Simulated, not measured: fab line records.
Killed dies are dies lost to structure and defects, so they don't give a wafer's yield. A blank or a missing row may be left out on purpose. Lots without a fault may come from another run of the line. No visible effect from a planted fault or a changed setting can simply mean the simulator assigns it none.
Matching of chambers    flow n5Finfet    4 sister chambers for N5_PMOS_HMC_CHANNEL_EPI_ETCH_38 on rieSi-02
The step etches SiO2 in CF4, target depth 1.5 nm. 16 wafers are shown with their chamber, then 8 later ones without.

== WAFERS, EACH WITH ITS CHAMBER ==
wafer   chamber  drypumpMotorCurrentA (A)  oesProductAu (a.u.)  rfFwdPowerW (W)
L074.3  1        6.2                       1.055                786
L074.5  3        5.8                       0.995                785
L074.6  0        6.2                       0.996                783
L075.2  1        6.2                       1.049                789
L075.4  3        5.7                       0.993                787
L075.6  1        6.2                       1.057                783
L080.1  0        6.2                       1.007                783
L080.3  2        5.6                       1.025                788
L080.6  2        5.6                       1.017                786
L082.3  3        5.7                       1.005                786
L082.4  1        6.2                       1.055                787
L082.6  0        6.2                       1.004                782
L083.2  3        5.7                       0.994                787
L083.4  1        6.2                       1.056                789
L083.6  2        5.6                       1.027                782
L087.1  3        5.7                       0.997                786

SIGNATURES, as means of the wafers listed above
reading               chamber 0  chamber 1  chamber 2  chamber 3  scatter within a chamber
drypumpMotorCurrentA  6.200      6.200      5.600      5.720      0.0258
oesProductAu          1.00233    1.05440    1.02300    0.99680    0.00459
rfFwdPowerW           782.67     786.80     785.33     786.20     1.98
Rule: for a wafer and a chamber, the distance is found by dividing, reading by reading, the gap between the wafer's reading and the chamber's mean by the reading's scatter, squaring, summing and taking the root. If the next closest chamber is less than 2 further off than the closest, the wafer can't be placed; otherwise it belongs to the closest. How the scatter is found: for the shown wafers, subtract from each reading the mean of its chamber, square and add these, divide the total by (wafers less chambers), then take the root.

== WAFERS WITHOUT THEIR CHAMBER ==
wafer   drypumpMotorCurrentA (A)  oesProductAu (a.u.)  rfFwdPowerW (W)
L087.4  6.3                       1.002                783
L087.5  6.2                       1.062                787
L091.1  5.6                       1.019                777
L091.5  5.6                       1.011                778
L091.6  5.7                       0.988                790
L095.3  5.8                       1.003                785
L095.5  5.6                       1.026                782
L095.6  5.7                       1.005                786

== EACH ONE'S CHAMBER ==
wafer   from the rows above  in truth
L087.4  0                    0
L087.5  1                    1
L091.1  2                    2
L091.5  2                    2
L091.6  3                    3
L095.3  3                    3
L095.5  2                    2
L095.6  3                    3
Correct placement for 8 of the 8. Number that these rows cannot place: 0. Wrongly placed: 0.
